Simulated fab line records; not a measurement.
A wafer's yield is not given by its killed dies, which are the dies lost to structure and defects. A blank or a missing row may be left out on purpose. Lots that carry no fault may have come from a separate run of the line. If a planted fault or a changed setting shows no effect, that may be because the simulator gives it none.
Matching of chambers ; flow nand harc ; NHARC_P_GATE_ETCH_104 on rie diel-01 has 4 sister chambers
The step etches the open film in CF4/CHF3, target depth 60 nm. 4 wafers are shown with their chamber, then 10 later ones without.

## WAFERS PAIRED WITH THEIR CHAMBERS
wafer;chamber;showerhead plenum p Torr (Torr)
L087.4;0;1.57
L091.6;2;1.53
L092.1;3;1.54
L092.3;1;1.65

## WAFERS MISSING THEIR CHAMBER
wafer;showerhead plenum p Torr (Torr)
L092.4;1.53
L093.1;1.65
L093.2;1.57
L093.5;1.53
L094.1;1.57
L094.2;1.65
L094.3;1.53
L097.2;1.53
L097.4;1.64
L097.6;1.57

## EACH ONE'S CHAMBER
wafer;from the rows above;in truth
L092.4;2;2
L093.1;1;1
L093.2;0;0
L093.5;2;2
L094.1;0;0
L094.2;1;1
L094.3;2;2
L097.2;2;2
L097.4;1;1
L097.6;0;0
Placed correctly: 10 of 10. Not placeable from these rows: 0. Number placed wrongly: 0.
How it was worked out, from the rows above alone: a wafer's distance from a chamber is the root of the sum, over the readings, of the square of ((its reading less the chamber's mean) divided by the reading's scatter). The wafer belongs to the nearest chamber; if the next one is less than 2 further off, it can't be placed. The mean given for a chamber averages the wafers shown for that chamber. The scatter (one wafer shown for each chamber): square how far every hidden wafer sits from the nearest shown wafer, average those squares and take the square root.
